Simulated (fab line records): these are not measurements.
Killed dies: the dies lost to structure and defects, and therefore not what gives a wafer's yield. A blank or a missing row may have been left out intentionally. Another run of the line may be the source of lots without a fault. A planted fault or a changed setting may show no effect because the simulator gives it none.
Split-lot study    flow n5Finfet    7 lots, 39 wafers read, on a route of 1938 steps

THE SPLIT ITSELF
At N5_BEOL_M6_ETCH_41 (etches SiCN in CH3F/O2, target depth 29.7 nm, time 52 s), the setting timeS was moved away from the recipe's 52 s on 15 of the 39 wafers read, by -44.3% to +53.8%. For the rest of the wafers, this setting stayed at what the recipe calls for.

The split's own step is where the reading is taken.

THE READING
etch.depthNm (the simulator's own value, which no gauge read), in nm, at N5_BEOL_M6_ETCH_41 (etches SiCN in CH3F/O2, target depth 29.7 nm, time 52 s). The file does not state a usual value for it. Here, 24 wafers ran the recipe; their average is 19.72 nm with a standard deviation of 0.5 nm.

wafer   tool, chamber at the split  timeS as run, s  against the recipe  etch.depthNm, nm  against lot-mates on the recipe
L076.1  rieDiel-01, 0               29.24            -43.8%              11.16             -8.51
L076.2  rieDiel-01, 2               52               recipe              19.67             -
L076.3  rieDiel-01, 1               29.24            -43.8%              10.73             -8.94
L076.4  rieDiel-01, 3               52               recipe              20.19             -
L076.5  rieDiel-01, 1               52               recipe              19.15             -
L076.6  rieDiel-01, 0               29.24            -43.8%              11.19             -8.48
L078.1  rieDiel-06, 2               52               recipe              19.95             -
L078.2  rieDiel-06, 0               52               recipe              19.79             -
L078.3  rieDiel-06, 1               28.97            -44.3%              11.23             -8.74
L078.4  rieDiel-06, 2               28.97            -44.3%              11.05             -8.92
L078.5  rieDiel-06, 0               28.97            -44.3%              11.02             -8.95
L078.6  rieDiel-06, 1               52               recipe              20.18             -
L077.1  rieDiel-01, 2               52               recipe              19.59             -
L077.2  rieDiel-01, 3               79.97            +53.8%              31.08             +11.20
L077.3  rieDiel-01, 0               79.97            +53.8%              30.7              +10.82
L077.4  rieDiel-01, 1               79.97            +53.8%              29.43             +9.55
L077.5  rieDiel-01, 0               52               recipe              19.92             -
L077.6  rieDiel-01, 3               52               recipe              20.12             -
L080.1  rieDiel-01, 2               39.61            -23.8%              14.8              -4.18
L080.2  rieDiel-01, 0               39.61            -23.8%              14.95             -4.03
L080.3  rieDiel-01, 1               52               recipe              18.87             -
L080.4  rieDiel-01, 3               39.61            -23.8%              15.25             -3.73
L080.5  rieDiel-01, 2               52               recipe              19.29             -
L080.6  rieDiel-01, 1               52               recipe              18.78             -
L092.1  rieDiel-04, 0               52               recipe              19.81             -
L092.2  rieDiel-04, 2               52               recipe              19.05             -
L092.3  rieDiel-04, 1               52               recipe              19.13             -
L092.4  rieDiel-04, 3               52               recipe              20.36             -
L092.5  rieDiel-04, 0               52               recipe              19.7              -
L092.6  rieDiel-04, 3               52               recipe              20.28             -
L095.1  rieDiel-01, 1               52               recipe              19.03             -
L095.2  rieDiel-01, 2               52               recipe              19.49             -
L095.3  rieDiel-01, 0               75.33            +44.9%              28.69             +9.05
L095.4  rieDiel-01, 3               75.33            +44.9%              29.48             +9.84
L095.5  rieDiel-01, 0               75.33            +44.9%              28.68             +9.04
L095.6  rieDiel-01, 3               52               recipe              20.39             -
L096.1  rieDiel-04, 0               52               recipe              19.81             -
L096.2  rieDiel-04, 3               52               recipe              20.31             -
L096.6  rieDiel-04, 3               52               recipe              20.31             -

FIT RESULTS
A straight line over all 39 wafers: etch.depthNm changes by +0.199 nm for each +1% of timeS; r = +1.00; the points scatter about the line by 0.48 nm.
The same after taking each lot's own level away (the mean of its wafers on the recipe; 39 wafers): +0.198 nm for each +1%; r = +1.00; scatter 0.46 nm.
That fit puts the effect of the largest move of timeS on the reading at 11 nm.
The lots' own levels span 18.980 to 20.143 nm, that is 2.3 times the standard deviation above.
So the lot-to-lot level changes the slope little: the two slopes agree.
Check: for one of the wafers moved furthest among these (+53.8%), held out of the fit, the line's prediction against its lot-mates is +10.6 nm. It came out at +11.2 nm against them.

OTHER SPLITS APPLIED TO THESE WAFERS
Before the reading, these wafers also passed through other splits. Each is held against what the fit with the lots' levels taken away leaves over:
other split on the same wafers            wafers away from the commonest value  r with etch.depthNm (lot level and that fit taken away)
N5_MOL_CONTACT_COAG_PRECLEAN_111 timeS    12                                    -0.22
N5_BEOL_M0_SAQP_CUT_ETCH_46 targetDepthA  15                                    +0.29
N5_BEOL_M1_ILD_DEP_00 timeS               15                                    +0.27

THE FILE'S OWN FIT
etch.depthNm changes by +0.198 nm for each +1% of timeS, r = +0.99.
